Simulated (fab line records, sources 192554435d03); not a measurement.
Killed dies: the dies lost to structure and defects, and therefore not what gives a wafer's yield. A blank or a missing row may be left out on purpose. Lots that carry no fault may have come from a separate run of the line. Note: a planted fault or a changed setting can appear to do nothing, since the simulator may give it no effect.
A struck lot beside a sound one / flow n5_finfet / 15 out of 1938 route steps
Sound: these wafers, L334.1, L334.2, L334.4. Struck: wafers L341.1, L341.5. (L341.6 of the same lot was not struck and is left out.) The cause comes at the end.
For every step that has rows: the tool of each side, followed by ch and its chambers, followed by its first start. Under that, the readings that differ: sound wafers / struck wafers / difference of the means / sigmas: that difference in standard deviations of wafers without a fault.
alike: a reading whose means differ by less than 2 such deviations, as well as words and numbers matching on both sides. not compared: withheld readings; readings where some wafer has no value; bounds like >300 that might hide an equal value; numbers whose values overlap and for which the record gives no deviation.
Wherever a step has rows on one side only, a row that says differs or no value, or a row with sigmas, the two part there. When numbers do not overlap yet have no deviation, they are printed without sigmas and do not part them. A reading missing from all wafers of one side parts the sides only when that side holds two or more wafers.

first, 6 steps without rows for these wafers: N5_BEOL_M9_COAT_22 (resist thk 30 nm); N5_BEOL_M9_EBR_24; N5_BEOL_M9_SOFTBAKE_23 (time 60 s); N5_BEOL_M9_EXPOSE_25 (exposes mask V8); N5_BEOL_M9_PEB_26 (peb time 60 s); N5_BEOL_M9_DEVELOP_27 (develop time 30 s).
N5_BEOL_M9_CD_MEAS_28: target cd 70 nm.
  sound on cd_sem-01 ch 0, day 13 10:28; struck on cd_sem-01 ch 0, day 15 11:26
  alike: cd_nm
N5_BEOL_M9_OVL_MEAS_29:
  sound on overlay-01 ch 0, day 13 10:30; struck on overlay-02 ch 0, day 15 11:28
  alike: V8_OVL
N5_BEOL_M9_INSPECT_30: inspects for defects (brightfield).
  sound on defect_inspect-02, day 13 10:33; struck on defect_inspect-01, day 15 11:32
  alike: raw_defect_count
N5_BEOL_M9_DESCUM_33: chemistry O2, time 7 s.
  sound on rie_diel-03 ch 0,1,2, day 13 10:35; struck on rie_diel-04 ch 0,2, day 15 11:34
  alike: chamber_pressure_mTorr, drypump_motor_current_A, oes_product_au, rf_vpp_V, showerhead_plenum_p_Torr, throttle_valve_pct
  not compared: rf_hours_counter_h
N5_BEOL_M9_ETCH_76: etches underlayer in N2/H2, target depth 6.5 nm, time 5.2 s.
  sound on rie_diel-03 ch 0,1,2, day 13 10:37; struck on rie_diel-04 ch 0,2, day 15 11:36
  alike: bias_w, chamber_pressure_mTorr, drypump_motor_current_A, etch_rf_on_time_s, oes_product_au, rf_vpp_V, showerhead_plenum_p_Torr, throttle_valve_pct
  not compared: rf_hours_counter_h
N5_BEOL_M9_ETCH_65: etches SiARC in CF4, target depth 15.6 nm, time 26 s.
  sound on rie_diel-03 ch 0,1,2, day 13 10:38; struck on rie_diel-04 ch 0,2, day 15 11:37
  alike: bias_w, chamber_pressure_mTorr, drypump_motor_current_A, etch_rf_on_time_s, mfc_ar_sccm, oes_product_au, rf_vpp_V, showerhead_plenum_p_Torr, throttle_valve_pct
  not compared: rf_hours_counter_h
N5_BEOL_M9_ETCH_66: etches SOC in N2/H2, target depth 80 nm, overetch 16 nm, time 120 s.
  sound on rie_diel-03 ch 0,1,2, day 13 10:40; struck on rie_diel-04 ch 0,2, day 15 11:38
reading=oes_product_au (a.u.); sound=0.72 0.54 0.72; struck=0.54 0.53; difference=-0.12; sigmas=-2
reading=run_length_s (s); sound=142.8 143.0 143.8; struck=150.0 150.9; difference=+7.2; sigmas=+15
  alike: bias_w, chamber_pressure_mTorr, drypump_motor_current_A, rf_vpp_V, showerhead_plenum_p_Torr, throttle_valve_pct
  not compared: rf_hours_counter_h, model.SiARC_of_BEOL_M9_COAT_64.thk_nm
then, 2 steps without rows for these wafers: N5_BEOL_M9_STRIP_69 (strips in N2/H2); N5_PASSIVATION_PROBE_49.

== WHERE THEY PART ==
N5_BEOL_M9_ETCH_66 only, going by this record.

WHY: whatever the simulator had introduced
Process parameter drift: rie_diel-04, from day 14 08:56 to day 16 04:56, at N5_BEOL_M9_ETCH_66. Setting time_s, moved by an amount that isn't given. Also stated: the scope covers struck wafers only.
